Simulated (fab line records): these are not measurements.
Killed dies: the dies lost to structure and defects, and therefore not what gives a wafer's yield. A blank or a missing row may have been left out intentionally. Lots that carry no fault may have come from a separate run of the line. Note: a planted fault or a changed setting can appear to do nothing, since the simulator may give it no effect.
Which tool is to blame? ; flow nand_harc ; 12 lots with 36 wafers sampled at 4 steps, on a route of 1302 steps

WHAT EACH GAUGE READ, for each wafer
NHARC_P_CONTACT_CD_MEAS_19.
lot;measured;on;cd_nm (nm)
L075;day 6 10:41;cd_sem-03;89.0 88.2 94.3
L077;day 7 06:12;cd_sem-01;87.5 89.2 89.2
L078;day 8 00:52;cd_sem-03;87.8 90.9 87.8
L081;day 8 23:55;cd_sem-03;86.0 88.9 91.6
L083;day 9 16:47;cd_sem-02;92.6 90.1 93.3
L085;day 10 16:07;cd_sem-02;93.5 91.4 93.4
L087;day 11 03:11;cd_sem-03;89.7 92.3 90.5
L088;day 11 23:21;cd_sem-02;88.4 89.1 88.0
L091;day 12 19:40;cd_sem-01;88.4 88.6 88.2
L093;day 13 16:50;cd_sem-02;88.1 90.5 91.1
L095;day 14 19:44;cd_sem-03;91.7 90.6 88.8
L097;day 15 12:40;cd_sem-01;90.7 91.4 91.1

TOOL THAT RAN EACH LOT (tool first, then ch and the chambers of the sampled wafers, then the start)
lot;NHARC_P_GATE_RTA_82;NHARC_P_CONTACT_ETCH_36;NHARC_P_CONTACT_ETCH_18
L075;rtp_anneal-02 ch 0, day 6 07:44;rie_diel-01 ch 0,1,3, day 6 10:41 or earlier;rie_diel-01 ch 0,1,3, day 6 10:41 or earlier
L077;rtp_anneal-01 ch 0, day 7 03:17;rie_diel-01 ch 0,1,3, day 7 06:12 or earlier;rie_diel-01 ch 1,3, day 7 06:12 or earlier
L078;rtp_anneal-02 ch 0, day 7 21:53;rie_diel-01 ch 0,3, day 8 00:52 or earlier;rie_diel-01 ch 0,1,3, day 8 00:52 or earlier
L081;rtp_anneal-01 ch 0, day 8 21:03;rie_diel-10 ch 1,2,3, day 8 23:55 or earlier;rie_diel-10 ch 0,1,3, day 8 23:55 or earlier
L083;rtp_anneal-02 ch 0, day 9 14:06;rie_diel-07 ch 1,2, day 9 16:47 or earlier;rie_diel-07 ch 0,1,3, day 9 16:47 or earlier
L085;rtp_anneal-02 ch 0, day 10 13:15;rie_diel-07 ch 0,1, day 10 16:07 or earlier;rie_diel-07 ch 1,2, day 10 16:07 or earlier
L087;rtp_anneal-02 ch 0, day 11 00:24;rie_diel-07 ch 0,1,2, day 11 03:11 or earlier;rie_diel-07 ch 1,2,3, day 11 03:11 or earlier
L088;rtp_anneal-01 ch 0, day 11 20:31;rie_diel-01 ch 2,3, day 11 23:21 or earlier;rie_diel-01 ch 0,2,3, day 11 23:21 or earlier
L091;rtp_anneal-02 ch 0, day 12 16:49;rie_diel-10 ch 1,2,3, day 12 19:40 or earlier;rie_diel-10 ch 0,1, day 12 19:40 or earlier
L093;rtp_anneal-01 ch 0, day 13 13:56;rie_diel-07 ch 0,2,3, day 13 16:50 or earlier;rie_diel-07 ch 0,3, day 13 16:50 or earlier
L095;rtp_anneal-02 ch 0, day 14 16:43;rie_diel-01 ch 2,3, day 14 19:44 or earlier;rie_diel-01 ch 2,3, day 14 19:44 or earlier
L097;rtp_anneal-01 ch 0, day 15 09:45;rie_diel-07 ch 0,3, day 15 12:40 or earlier;rie_diel-07 ch 0,2,3, day 15 12:40 or earlier
- NHARC_P_GATE_RTA_82: time 30 s.
- NHARC_P_CONTACT_ETCH_36: etches the open film in N2/H2, target depth 260 nm, time 406.25 s.
- NHARC_P_CONTACT_ETCH_18: etches the open film in C4F8/O2/Ar, target depth 481 nm, time 240.5 s.

THE ANSWER, worked out from the rows above alone
Rule: the usual values come from the lots themselves. Put in order of their means at a reading, lots are off if they are a third of the lots or fewer, leave a main group of 4 or more, and stand apart from it by a gap of 3 or more times the standard deviation of the main group's means; of several such gaps the widest counts. A main group whose means are all the same, to the digits that the tables above print for the reading, isn't used. Also off: a lot with no number at a reading for which 4 or more lots have one. The other lots that the step has rows for count as sound.
No lot is off at any reading shown: from this, nothing can be told.

WHAT THE SIMULATOR PUT IN
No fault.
